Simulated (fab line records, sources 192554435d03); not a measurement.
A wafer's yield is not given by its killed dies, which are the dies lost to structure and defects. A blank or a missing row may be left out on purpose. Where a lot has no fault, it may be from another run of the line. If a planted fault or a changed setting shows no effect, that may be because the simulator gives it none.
fab line records | flow n5-finfet
record lots=6 | wafers=17 | last-day=22
route steps=1938 shown BEOL_M15@1821 PASS1_DEP@1831 MIM_BOT@1832 MIM_TOP@1834 PASSIVATION@1936
lots with no fault: from the same line, run without faults
start-h: the number of hours between the record's first day and the start of the first shown wafer of the lot | wait-h: time in hours since the lot's previous step | " identical to the entry in the row above | L1.1+2: one row covering several wafers at once | - value missing, or start not given | * or withheld: withheld | < > ~ a bound
route shown NAME@n: NAME is a module with steps in the file, n the number in the route of the first one | usual: mean/standard deviation taken from wafers without a fault | same: alike in all rows | chamber/n: place in a boat | sites: the reading at each site | _std_site: standard deviation of those values | _edge_site: outer sites' mean less inner sites' | radius-mm: for every site, how far away it sits from the centre of the wafer | mask NAME#n: copy n | behind: the tool/chamber that last shaped the wafer | hold: why the lot was held/for how many hours/how that ended | device: names the non-switching transistor (n, p or np) | end of line: tests of these same wafers at the route's end | step lacking rows: just its recipe | killed: count of dies lost to structure and defects at first sort (not the wafer's yield) | map: a wafer's dies, marking killed ones x, the rest . and places with no die _
set.NAME: the setting that was run; set.NAME@STEP: the one run at that earlier step | model.NAME: the simulator's own value behind a step, which no gauge read
lots at selected steps of the route; one table per step, one row per wafer
services: the hour from which a tool's chamber was out of use, counted from the record's first day as start-h (under 0 if before that day), plus the number of hours and why
## steps
# step N5_BEOL_M15_SPUTTER_45
# recipe material=Cu | target-thk-a=1000 | temp-c=-20 | bias-v=60 | power-w=26000 | chamber-pressure-pa=0.13 | time-s=16.67
# step N5_BEOL_M15_ECD_47
# recipe material=Cu | target-thk-a=18600
# step N5_BEOL_M15_ANNEAL_48
# recipe temp-c=225 | time-s=90 | ambient=N2
# usual wafer_temp_C_max=226.07/0.28
# same time-s=90
lot.wafer | tool          | chamber | start-h | wait-h | wafer_temp_C_max
L466.2    | rtp-anneal-02 | 0       | 312.55  | 0.2    | 225.86
L466.3    | "             | 0       | "       | "      | 225.43
L466.5    | "             | 0       | "       | "      | 226.34
L468.2    | rtp-anneal-02 | 0       | 332.03  | 0.2    | 225.93
L468.5    | "             | 0       | "       | "      | 225.92
L468.6    | "             | 0       | "       | "      | 226.15
L479.1    | rtp-anneal-02 | 0       | 435.40  | 0.6    | 225.56
L479.2    | "             | 0       | "       | "      | 225.54
L479.4    | "             | 0       | "       | "      | 225.69
L476.1    | rtp-anneal-01 | 0       | 441.50  | 0.2    | 226.60
L476.6    | "             | 0       | "       | "      | 226.18
L486.1    | rtp-anneal-01 | 0       | 467.12  | 0.2    | 226.25
L486.2    | "             | 0       | "       | "      | 226.16
L486.6    | "             | 0       | "       | "      | 226.29
L482.2    | rtp-anneal-01 | 0       | 505.13  | 0.2    | 226.51
L482.3    | "             | 0       | "       | "      | 226.57
L482.6    | "             | 0       | "       | "      | 226.00
# step N5_BEOL_M15_CMP_49
# recipe stop-on=SiO2 | t-overpolish-s=4.9 | down-force-psi=2 | platen-rpm=80 | clearing-platen-down-force-psi=2 | clearing-platen-rpm=80 | post-cmp-clean=cu-alkaline | target-thk-nm=850 | clearing-platen-pad-velocity-m-s=1.5917 | pad-velocity-m-s=1.5917
# usual barrier-field-endpoint-s=11.32/0.24 | motor-current-A=8.1/0.9 | overpolish-run-s=4.900/0.0088
lot.wafer | tool   | chamber | start-h | wait-h | barrier-field-endpoint-s | motor-current-A | overpolish-run-s
L466.3    | cmp-01 | 3       | 312.81  | 0.2    | 11.62                    | 9.3             | 4.890
L466.2    | "      | 2       | "       | "      | 11.82                    | 9.4             | 4.912
L466.5    | "      | 3       | "       | "      | 11.68                    | 9.0             | 4.896
L468.2    | cmp-03 | 2       | 332.39  | 0.3    | 10.97                    | 7.7             | 4.895
L468.5    | "      | 3       | "       | "      | 10.97                    | 8.1             | 4.912
L468.6    | "      | 0       | "       | "      | 11.16                    | 7.7             | 4.905
L479.4    | cmp-03 | 1       | 435.84  | 0.3    | 11.76                    | 8.1             | 4.895
L479.2    | "      | 2       | "       | "      | 11.47                    | 7.6             | 4.905
L479.1    | "      | 3       | "       | "      | 11.38                    | 8.7             | 4.901
L476.1    | cmp-02 | 3       | 441.99  | 0.5    | 11.09                    | 6.6             | 4.906
L476.6    | "      | 1       | "       | "      | 11.23                    | 8.0             | 4.896
L486.1    | cmp-02 | 0       | 467.41  | 0.3    | 11.35                    | 8.5             | 4.892
L486.2    | "      | 1       | "       | "      | 11.82                    | 8.5             | 4.897
L486.6    | "      | 1       | "       | "      | 11.74                    | 8.4             | 4.903
L482.2    | cmp-03 | 2       | 505.46  | 0.3    | 11.78                    | 7.8             | 4.897
L482.3    | "      | 0       | "       | "      | 11.57                    | 7.8             | 4.897
L482.6    | "      | 1       | "       | "      | 11.95                    | 8.0             | 4.893
# step N5_BEOL_M15_THK_MEAS_50
# recipe thk-meas-gauge=xrf | reads=Cu_of_BEOL_M15_ECD_47
# usual M15_THK=833/12
lot.wafer | tool          | chamber | start-h | wait-h | M15_THK[nm]
L466.2    | film-metro-01 | -       | 313.10  | -      | 849
L466.3    | "             | -       | "       | "      | 847
L466.5    | "             | -       | "       | "      | 850
L468.2    | film-metro-02 | -       | 332.57  | -      | 837
L468.5    | "             | -       | "       | "      | 833
L468.6    | "             | -       | "       | "      | 842
L479.1    | film-metro-01 | -       | 436.13  | -      | 834
L479.2    | "             | -       | "       | "      | 826
L479.4    | "             | -       | "       | "      | 827
L476.1    | film-metro-01 | -       | 442.17  | -      | 834
L476.6    | "             | -       | "       | "      | 828
L486.1    | film-metro-01 | -       | 467.71  | -      | 831
L486.2    | "             | -       | "       | "      | 813
L486.6    | "             | -       | "       | "      | 833
L482.2    | film-metro-02 | -       | 505.72  | -      | 853
L482.3    | "             | -       | "       | "      | 837
L482.6    | "             | -       | "       | "      | 832
# step N5_BEOL_M15_PRE_CLEAN_52
# recipe gas=NH3 | time-s=15 | temp-c=withheld | rf-power-w=300
# step N5_BEOL_M15_DEP_53
# recipe material=SiCN | target-thk-a=500 | temp-c=withheld | precursor=3MS/NH3 | pressure-torr=3 | rf-w=675 | time-s=17.8
# usual rf-fwd-power-W=667/3.5 | showerhead-plenum-p-Torr=4.155/0.018 | throttle-valve-pct=17.9/0.69
# same time-s=17.8
lot.wafer | tool     | chamber | start-h | wait-h | rf-fwd-power-W | showerhead-plenum-p-Torr | throttle-valve-pct
L466.2    | pecvd-02 | 2       | 313.16  | 0.0    | 660            | 4.132                    | 17.5
L466.3    | "        | 0       | "       | "      | 667            | 4.164                    | 18.6
L466.5    | "        | 0       | "       | "      | 667            | 4.171                    | 18.3
L468.2    | pecvd-01 | 1       | 332.65  | 0.0    | 664            | 4.184                    | 17.9
L468.5    | "        | 2       | "       | "      | 668            | 4.164                    | 17.0
L468.6    | "        | 1       | "       | "      | 663            | 4.188                    | 18.1
L479.1    | pecvd-04 | 0       | 436.21  | 0.0    | 669            | 4.143                    | 18.4
L479.2    | "        | 1       | "       | "      | 663            | 4.190                    | 17.4
L479.4    | "        | 0       | "       | "      | 673            | 4.131                    | 18.5
L476.1    | pecvd-02 | 2       | 442.24  | 0.0    | 663            | 4.148                    | 18.0
L476.6    | "        | 0       | "       | "      | 671            | 4.174                    | 18.5
L486.1    | pecvd-02 | 1       | 467.77  | 0.0    | 665            | 4.154                    | 17.7
L486.2    | "        | 0       | "       | "      | 669            | 4.178                    | 18.5
L486.6    | "        | 0       | "       | "      | 668            | 4.162                    | 18.1
L482.2    | pecvd-04 | 2       | 505.78  | 0.0    | 669            | 4.142                    | 18.9
L482.3    | "        | 1       | "       | "      | 669            | 4.179                    | 16.2
L482.6    | "        | 1       | "       | "      | 667            | 4.180                    | 16.0
# step N5_BEOL_M15_RS_MEAS_54
# recipe thk-meas-gauge=four-point-probe | reads=Cu_of_BEOL_M15_ECD_47+Ta_of_BEOL_M15_SPUTTER_44+TaN_of_BEOL_M15_SPUTTER_43
# usual M15_RS=0.02162/0.00027
lot.wafer | tool          | chamber | start-h | wait-h | M15_RS[ohm/sq]
L466.2    | film-metro-02 | -       | 313.24  | 0.1    | 0.0212
L466.3    | "             | -       | "       | "      | 0.02123
L466.5    | "             | -       | "       | "      | 0.02124
L468.2    | film-metro-02 | -       | 332.73  | 0.1    | 0.02156
L468.5    | "             | -       | "       | "      | 0.0217
L468.6    | "             | -       | "       | "      | 0.02146
L479.1    | film-metro-02 | -       | 436.28  | 0.0    | 0.02145
L479.2    | "             | -       | "       | "      | 0.02175
L479.4    | "             | -       | "       | "      | 0.02167
L476.1    | film-metro-01 | -       | 442.30  | 0.0    | 0.0215
L476.6    | "             | -       | "       | "      | 0.02163
L486.1    | film-metro-01 | -       | 467.84  | 0.0    | 0.02176
L486.2    | "             | -       | "       | "      | 0.02208
L486.6    | "             | -       | "       | "      | 0.02146
L482.2    | film-metro-02 | -       | 505.85  | 0.1    | 0.02117
L482.3    | "             | -       | "       | "      | 0.02149
L482.6    | "             | -       | "       | "      | 0.02178
# step N5_BEOL_M15_INSPECT_55
# recipe inspect-instrument=darkfield | mode=post-dep
# usual raw-defect-count=61/23
lot.wafer | tool              | chamber | start-h | wait-h | raw-defect-count
L466.2    | defect-inspect-01 | -       | 313.27  | 0.0    | 54
L466.3    | "                 | -       | "       | "      | 95
L466.5    | "                 | -       | "       | "      | 56
L468.2    | defect-inspect-01 | -       | 332.76  | 0.0    | 60
L468.5    | "                 | -       | "       | "      | 42
L468.6    | "                 | -       | "       | "      | 41
L479.1    | defect-inspect-02 | -       | 436.30  | 0.0    | 70
L479.2    | "                 | -       | "       | "      | 58
L479.4    | "                 | -       | "       | "      | 52
L476.1    | defect-inspect-02 | -       | 442.33  | 0.0    | 85
L476.6    | "                 | -       | "       | "      | 94
L486.1    | defect-inspect-01 | -       | 467.86  | 0.0    | 89
L486.2    | "                 | -       | "       | "      | 43
L486.6    | "                 | -       | "       | "      | 63
L482.2    | defect-inspect-02 | -       | 505.88  | 0.0    | 75
L482.3    | "                 | -       | "       | "      | 62
L482.6    | "                 | -       | "       | "      | 90
# step N5_BEOL_M15_RC_MEAS_101
# usual etest-temp-c=25.01/0.1 | COMB_M10=1.6e-11/3.1e-12 | COMB_M10_max_site=2.2e-11/4.7e-12 | COMB_M11=1.51e-11/2.9e-12 | COMB_M11_max_site=2.1e-11/4.3e-12 | COMB_M12=7.3e-12/1.4e-12 | COMB_M12_max_site=9.9e-12/2.1e-12 | COMB_M13=5.6e-12/1e-12 | COMB_M14=4.4e-12/7.7e-13 | COMB_M15=3.2e-12/5.3e-13 | COMB_M15_max_site=4.3e-12/7.7e-13 | COMB_M5=3.8e-11/7e-12 | COMB_M6=2.7e-11/4.8e-12 | COMB_M7=2.6e-11/5.5e-12 | COMB_M8=2.6e-11/4.4e-12 | COMB_M8_max_site=3.8e-11/8e-12 | COMB_M9=1.55e-11/2.9e-12 | SERP_M10=3.08/0.069 | SERP_M11=3.08/0.068 | SERP_M12=0.636/0.014 | SERP_M13=0.306/0.0057 | SERP_M14=0.161/0.0031 | SERP_M5=38.3/1 | SERP_M6=13.7/0.48 | SERP_M7=13.8/0.42 | SERP_M8=13.9/0.57 | SERP_M9=3.06/0.076
lot.wafer | tool      | chamber | start-h | wait-h | etest-temp-c | COMB_M10[S/m] | COMB_M10_max_site[S/m] | COMB_M11[S/m] | COMB_M11_max_site[S/m] | COMB_M12[S/m] | COMB_M12_max_site[S/m] | COMB_M13[S/m] | COMB_M14[S/m] | COMB_M15[S/m] | COMB_M15_max_site[S/m] | COMB_M5[S/m] | COMB_M6[S/m] | COMB_M7[S/m] | COMB_M8[S/m] | COMB_M8_max_site[S/m] | COMB_M9[S/m] | SERP_M10[ohm/um] | SERP_M11[ohm/um] | SERP_M12[ohm/um] | SERP_M13[ohm/um] | SERP_M14[ohm/um] | SERP_M5[ohm/um] | SERP_M6[ohm/um] | SERP_M7[ohm/um] | SERP_M8[ohm/um] | SERP_M9[ohm/um]
L466.2    | prober-01 | 0       | 313.45  | 0.2    | 24.98        | 1.6e-11       | 2.2e-11                | 1.25e-11      | 1.7e-11                | 9.7e-12       | 1.22e-11               | 6.1e-12       | 3.5e-12       | 2.2e-12       | 3.3e-12                | 3.7e-11      | 2.6e-11      | 2.8e-11      | 2e-11        | 2.4e-11               | 1.49e-11     | 3.12             | 3.01             | 0.635            | 0.309            | 0.160            | 37.4            | 12.7            | 13.3            | 13.2            | 3.09
L466.3    | "         | 0       | "       | "      | 25.05        | 2.4e-11       | 2.9e-11                | 1.4e-11       | 1.9e-11                | 5.5e-12       | 8.1e-12                | 5.4e-12       | 4.2e-12       | 2.8e-12       | 3.5e-12                | 2.6e-11      | 2.6e-11      | 2.5e-11      | 2.8e-11      | 4.8e-11               | 2.34e-11     | 3.11             | 3.07             | 0.665            | 0.310            | 0.160            | 38.5            | 13.9            | 13.5            | 13.2            | 3.17
L466.5    | "         | 0       | "       | "      | 24.90        | 1.9e-11       | 2.6e-11                | 1.86e-11      | 2.3e-11                | 5.4e-12       | 6e-12                  | 6.4e-12       | 3.9e-12       | 2.5e-12       | 3.5e-12                | 3.6e-11      | 2.4e-11      | 2.3e-11      | 3.2e-11      | 4.8e-11               | 1.3e-11      | 3.13             | 3.00             | 0.641            | 0.306            | 0.157            | 37.1            | 13.0            | 13.4            | 12.8            | 3.13
L468.2    | prober-02 | 0       | 332.94  | 0.2    | 24.81        | 1.2e-11       | 1.5e-11                | 1.32e-11      | 2e-11                  | 5.6e-12       | 8.1e-12                | 7.1e-12       | 5.8e-12       | 3.1e-12       | 4.9e-12                | 3.8e-11      | 2.5e-11      | 2.4e-11      | 2.6e-11      | 3.1e-11               | 1.2e-11      | 3.18             | 3.17             | 0.635            | 0.303            | 0.161            | 38.1            | 14.1            | 13.7            | 14.8            | 3.05
L468.5    | "         | 0       | "       | "      | 24.88        | 1.8e-11       | 3.6e-11                | 1.55e-11      | 2.2e-11                | 7.7e-12       | 1.08e-11               | 7.5e-12       | 4.2e-12       | 3e-12         | 3.6e-12                | 4.4e-11      | 2.8e-11      | 3e-11        | 2.4e-11      | 3.8e-11               | 1.63e-11     | 3.10             | 3.14             | 0.659            | 0.305            | 0.166            | 38.1            | 14.6            | 14.5            | 13.9            | 3.15
L468.6    | "         | 0       | "       | "      | 24.73        | 1.3e-11       | 1.8e-11                | 1.44e-11      | 2.2e-11                | 7.3e-12       | 9.4e-12                | 5.9e-12       | 4e-12         | 4.1e-12       | 5.5e-12                | 4.5e-11      | 2.3e-11      | 3.3e-11      | 2e-11        | 3.3e-11               | 1.46e-11     | 3.03             | 3.21             | 0.638            | 0.305            | 0.161            | 37.5            | 13.6            | 13.5            | 14.6            | 3.12
L479.1    | prober-02 | 0       | 436.33  | 0.0    | 25.06        | 1.4e-11       | 2.3e-11                | 1.38e-11      | 2.4e-11                | 7.7e-12       | 1.32e-11               | 4.5e-12       | 4.2e-12       | 2.6e-12       | 3.5e-12                | 3e-11        | 2.4e-11      | 3.3e-11      | 2.2e-11      | 2.7e-11               | 1.25e-11     | 3.03             | 3.02             | 0.625            | 0.305            | 0.161            | 37.9            | 13.9            | 14.7            | 13.2            | 3.03
L479.2    | "         | 0       | "       | "      | 25.13        | 1.4e-11       | 1.9e-11                | 2.22e-11      | 2.8e-11                | 6.8e-12       | 8.6e-12                | 4.6e-12       | 4.5e-12       | 3.5e-12       | 4.4e-12                | 4.2e-11      | 1.8e-11      | 2.5e-11      | 2.1e-11      | 2.6e-11               | 1.61e-11     | 3.05             | 3.07             | 0.658            | 0.305            | 0.162            | 39.2            | 14.6            | 14.3            | 14.1            | 3.11
L479.4    | "         | 0       | "       | "      | 25.04        | 1.3e-11       | 1.8e-11                | 2.17e-11      | 2.5e-11                | 6.7e-12       | 8.6e-12                | 5.7e-12       | 5.1e-12       | 3.7e-12       | 4.5e-12                | 2.8e-11      | 2.7e-11      | 2.5e-11      | 2e-11        | 2.8e-11               | 1.58e-11     | 2.93             | 2.95             | 0.637            | 0.309            | 0.166            | 37.9            | 14.0            | 14.3            | 13.1            | 3.01
L476.1    | prober-01 | 0       | 442.35  | 0.0    | 24.96        | 1.7e-11       | 2.4e-11                | 1.99e-11      | 3.1e-11                | 6.6e-12       | 9.3e-12                | 5.5e-12       | 4.3e-12       | 2.8e-12       | 3.8e-12                | 4.6e-11      | 2.7e-11      | 2.3e-11      | 2.6e-11      | 3.9e-11               | 1.3e-11      | 3.10             | 3.05             | 0.634            | 0.302            | 0.157            | 35.2            | 13.4            | 13.4            | 14.3            | 3.11
L476.6    | "         | 0       | "       | "      | 25.03        | 1.4e-11       | 2.1e-11                | 2.09e-11      | 2.8e-11                | 9.6e-12       | 1.47e-11               | 5.5e-12       | 5e-12         | 2.8e-12       | 3.4e-12                | 3.1e-11      | 3.1e-11      | 1.8e-11      | 2.6e-11      | 4.3e-11               | 1.56e-11     | 3.07             | 3.01             | 0.646            | 0.307            | 0.162            | 36.5            | 13.0            | 13.3            | 13.8            | 3.11
L486.1    | prober-01 | 0       | 468.53  | 0.7    | 25.03        | 1.3e-11       | 1.8e-11                | 1.31e-11      | 1.8e-11                | 8.3e-12       | 1.02e-11               | 6e-12         | 4.7e-12       | 3.1e-12       | 4.1e-12                | 2.7e-11      | 2.3e-11      | 2.8e-11      | 1.6e-11      | 3.7e-11               | 1.55e-11     | 3.02             | 3.01             | 0.636            | 0.314            | 0.162            | 37.4            | 13.9            | 13.7            | 13.8            | 3.18
L486.2    | "         | 0       | "       | "      | 24.99        | 1.4e-11       | 2e-11                  | 1.6e-11       | 2.6e-11                | 8.8e-12       | 1.04e-11               | 5.2e-12       | 4e-12         | 3.5e-12       | 4.6e-12                | 3.1e-11      | 1.9e-11      | 4.7e-11      | 2e-11        | 2.4e-11               | 1.97e-11     | 3.00             | 2.95             | 0.619            | 0.318            | 0.163            | 37.5            | 13.9            | 13.8            | 14.4            | 3.07
L486.6    | "         | 0       | "       | "      | 25.12        | 1.5e-11       | 2e-11                  | 1.12e-11      | 1.7e-11                | 8.1e-12       | 1.25e-11               | 4.7e-12       | 4.5e-12       | 3.6e-12       | 4e-12                  | 3.2e-11      | 2.5e-11      | 3.8e-11      | 2e-11        | 3.1e-11               | 1.63e-11     | 3.06             | 2.97             | 0.618            | 0.310            | 0.161            | 38.6            | 13.5            | 13.7            | 14.0            | 3.00
L482.2    | prober-02 | 0       | 506.06  | 0.2    | 25.11        | 1.6e-11       | 2.5e-11                | 1.59e-11      | 2e-11                  | 5.8e-12       | 7.2e-12                | 4.2e-12       | 3e-12         | 3.2e-12       | 4.6e-12                | 4.9e-11      | 3.1e-11      | 2.2e-11      | 3.4e-11      | 5e-11                 | 1.41e-11     | 3.11             | 3.14             | 0.630            | 0.322            | 0.157            | 36.2            | 13.1            | 13.8            | 14.8            | 3.08
L482.3    | "         | 0       | "       | "      | 25.01        | 1.5e-11       | 2.9e-11                | 1.47e-11      | 2.7e-11                | 6.5e-12       | 9.1e-12                | 3.9e-12       | 5.1e-12       | 3.2e-12       | 3.6e-12                | 4.5e-11      | 2.4e-11      | 2.6e-11      | 2.1e-11      | 4.1e-11               | 1.47e-11     | 2.96             | 3.14             | 0.648            | 0.314            | 0.158            | 36.2            | 13.4            | 13.9            | 15.4            | 3.05
L482.6    | "         | 0       | "       | "      | 24.99        | 1.6e-11       | 1.8e-11                | 1.52e-11      | 2e-11                  | 8.2e-12       | 1.28e-11               | 4.3e-12       | 4.1e-12       | 3.3e-12       | 4.5e-12                | 3.8e-11      | 2.4e-11      | 2.5e-11      | 1.8e-11      | 2.9e-11               | 1.31e-11     | 3.04             | 3.18             | 0.654            | 0.316            | 0.157            | 37.5            | 13.3            | 13.8            | 14.5            | 3.13
# step N5_PASSIVATION_PECVD_00
# recipe material=SiO2 | target-thk-a=2000 | temp-c=400 | precursor=SiH4/N2O | pressure-torr=2.7 | rf-w=608 | time-s=11.2
# step N5_MIM_BOT_DEGAS_01
# recipe ambient=vacuum | temp-c=300 | time-s=60
# usual heater-power-w=453/43
# same time-s=60
lot.wafer | tool           | chamber | start-h | wait-h | heater-power-w
L466.2    | pvd-sputter-01 | -       | 314.41  | 0.1    | 461
L466.3    | "              | -       | "       | "      | 387
L466.5    | "              | -       | "       | "      | 410
L468.2    | pvd-sputter-02 | -       | 334.80  | 1.0    | 432
L468.5    | "              | -       | "       | "      | 432
L468.6    | "              | -       | "       | "      | 411
L479.1    | pvd-sputter-02 | -       | 438.29  | 1.0    | 490
L479.2    | "              | -       | "       | "      | 401
L479.4    | "              | -       | "       | "      | 441
L476.1    | pvd-sputter-02 | -       | 445.17  | 1.8    | 412
L476.6    | "              | -       | "       | "      | 402
L486.1    | pvd-sputter-01 | -       | 470.19  | 0.7    | 457
L486.2    | "              | -       | "       | "      | 394
L486.6    | "              | -       | "       | "      | 474
L482.2    | pvd-sputter-03 | -       | 509.88  | 3.0    | 495
L482.3    | "              | -       | "       | "      | 528
L482.6    | "              | -       | "       | "      | 456
# step N5_MIM_BOT_SPUTTER_00
# recipe material=TiN | target-thk-a=350 | temp-c=200 | power-w=3000 | chamber-pressure-pa=0.49996 | gas=Ar | reactive-partial-pa=0.37997 | time-s=89.7
# usual throttle-valve-pct=29.4/1
lot.wafer | tool           | chamber | start-h | wait-h | throttle-valve-pct | model.TiN_of_MIM_BOT_SPUTTER_00.thk-nm
L466.2    | pvd-sputter-01 | -       | 314.45  | 0.0    | 28.4               | 35.2
L466.3    | "              | -       | "       | "      | 31.6               | 35.2
L466.5    | "              | -       | "       | "      | 29.9               | 35.6
L468.2    | pvd-sputter-02 | -       | 334.84  | 0.0    | 28.6               | 35
L468.5    | "              | -       | "       | "      | 28.6               | 34.8
L468.6    | "              | -       | "       | "      | 28.8               | 35.2
L479.1    | pvd-sputter-02 | -       | 438.33  | 0.0    | 30.4               | 34.8
L479.2    | "              | -       | "       | "      | 28.5               | 34.8
L479.4    | "              | -       | "       | "      | 28.6               | 37.6
L476.1    | pvd-sputter-02 | -       | 445.21  | 0.0    | 28.5               | 34.6
L476.6    | "              | -       | "       | "      | 28.7               | 37.2
L486.1    | pvd-sputter-01 | -       | 470.23  | 0.0    | 28.4               | 34.8
L486.2    | "              | -       | "       | "      | 29.8               | 35
L486.6    | "              | -       | "       | "      | 29.8               | 35
L482.2    | pvd-sputter-03 | -       | 509.92  | 0.0    | 29.5               | 34.8
L482.3    | "              | -       | "       | "      | 28.7               | 34.6
L482.6    | "              | -       | "       | "      | 29.3               | 34.8
# step N5_MIM_TOP_ALD_00
# recipe material=Al2O3 | target-thk-a=* | temp-c=withheld | ald-precursor-family=TMA | ald-co-reactant=O3 | pulse-time-s=withheld | purge-time-s=3 | co-reactant-purge-time-s=withheld | co-reactant-pulse-time-s=3 | ald-cycles=withheld
# usual precursor-pulse-height-rel=1.001/0.02
lot.wafer | tool      | chamber | start-h | wait-h | precursor-pulse-height-rel
L466.2    | ald-hk-03 | 0       | 314.55  | 0.1    | 1.039
L466.3    | "         | 2       | "       | "      | 1.007
L466.5    | "         | 3       | "       | "      | 0.998
L468.2    | ald-hk-02 | 3       | 334.94  | 0.1    | 0.996
L468.5    | "         | 0       | "       | "      | 1.001
L468.6    | "         | 1       | "       | "      | 0.994
L479.1    | ald-hk-01 | 3       | 438.43  | 0.1    | 1.003
L479.2    | "         | 2       | "       | "      | 1.009
L479.4    | "         | 0       | "       | "      | 1.059
L476.1    | ald-hk-02 | 2       | 445.31  | 0.1    | 0.975
L476.6    | "         | 1       | "       | "      | 1.015
L486.1    | ald-hk-01 | 0       | 470.33  | 0.1    | 0.981
L486.2    | "         | 3       | "       | "      | 0.993
L486.6    | "         | 1       | "       | "      | 0.993
L482.2    | ald-hk-02 | 0       | 510.02  | 0.1    | 0.996
L482.3    | "         | 2       | "       | "      | 0.980
L482.6    | "         | 0       | "       | "      | 0.969
# step N5_PASSIVATION_PROBE_49
# usual defect-limited-yield=91.4/1.2 | killed_at_M0_to_M3=34/10 | killed_at_M4_up=14/5.1 | killed-at-contacts=12/6.4 | killed-at-front-end=38/9.3 | killed-at-other=4/3 | killed-dies=102/15 | killed-open=67/12 | killed-short=33/6.9 | sort_bin_5_function=5.0/0.86 | sort_bin_6_memory=3.2/0.58 | sort-n-pass=1078/15 | sort-yield-pct=91.4/1.2
# same gross-dies=1180 | killed-at-back-side=0 | sort_bin_4_leakage[%]=0 | sort_bin_8_speed[%]=0
lot.wafer | tool      | chamber | start-h | wait-h | defect-limited-yield[%] | killed_at_M0_to_M3 | killed_at_M4_up | killed-at-contacts | killed-at-front-end | killed-at-other | killed-dies | killed-open | killed-short | sort_bin_5_function[%] | sort_bin_6_memory[%] | sort-n-pass | sort-yield-pct[%]
L476.6    | prober-02 | -       | 468.58  | 1.0    | 89.5                    | 32                 | 21              | 16                 | 48                  | 7               | 124         | 86          | 36           | 5.5                    | 4.9                  | 1056        | 89.5
# killed by level:class
L476.6 MOL_CONTACT_COAG:geometric-particle:open=15 FIN_SAQP:geometric-particle:short=11 DUMMY_GATE:geometric-particle:open=9 BEOL_M0_SAQP:geometric-particle:open=8 FIN_SAQP:geometric-particle:open=7 STI_FIN_REVEAL:geometric-particle:open=7 BEOL_M3:geometric-particle:open=7 BEOL_M2:geometric-particle:open=7
## services
tool           | chamber | start-h | hours | kind
cmp-02         | -       | 291.63  | 4.0   | pm
cmp-02         | -       | 295.98  | 4.2   | pm
cmp-03         | -       | 303.08  | 2.8   | repair
cmp-02         | -       | 303.40  | 0.6   | repair
cmp-03         | -       | 313.46  | 4.0   | pm
cmp-03         | -       | 336.82  | 3.6   | repair
pecvd-02       | 2       | 337.97  | 16.0  | repair
pecvd-04       | -       | 343.78  | 0.7   | repair
ald-hk-02      | -       | 352.22  | 0.4   | repair
pecvd-02       | 2       | 355.96  | 3.8   | repair
cmp-03         | -       | 357.64  | 2.2   | pm
ald-hk-01      | -       | 359.51  | 0.3   | repair
pvd-sputter-03 | -       | 368.86  | 6.0   | repair
cmp-02         | -       | 393.48  | 1.2   | repair
pecvd-04       | 1       | 411.59  | 7.1   | repair
cmp-03         | -       | 416.98  | 0.5   | repair
cmp-02         | -       | 434.92  | 0.9   | repair
pvd-sputter-01 | -       | 437.04  | 27.5  | repair
cmp-03         | -       | 474.41  | 3.2   | repair
ald-hk-01      | -       | 477.12  | 8.7   | pm
pecvd-02       | 1       | 486.54  | 5.2   | repair
cmp-03         | -       | 497.63  | 5.3   | pm
ald-hk-02      | -       | 498.51  | 8.7   | pm
cmp-02         | -       | 506.03  | 2.1   | repair
## key
first-sign none at tools or gauges
model-effect step=N5_MIM_BOT_SPUTTER_00 | value=TiN_of_MIM_BOT_SPUTTER_00.thk-nm | without=34.8 | struck=37.4
met-at N5_MIM_BOT_SPUTTER_00
struck-wafers L476.6,L479.4
onset-between 334.84 438.33
fault kind=process-parameter-drift | tool=pvd-sputter-02 | chamber=- | onset-h=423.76 | steps=N5_MIM_BOT_SPUTTER_00 | channel=time-s | offset=* | shape=step | end-h=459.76 | scope=struck-wafers-only | acts-in=* | stated=*
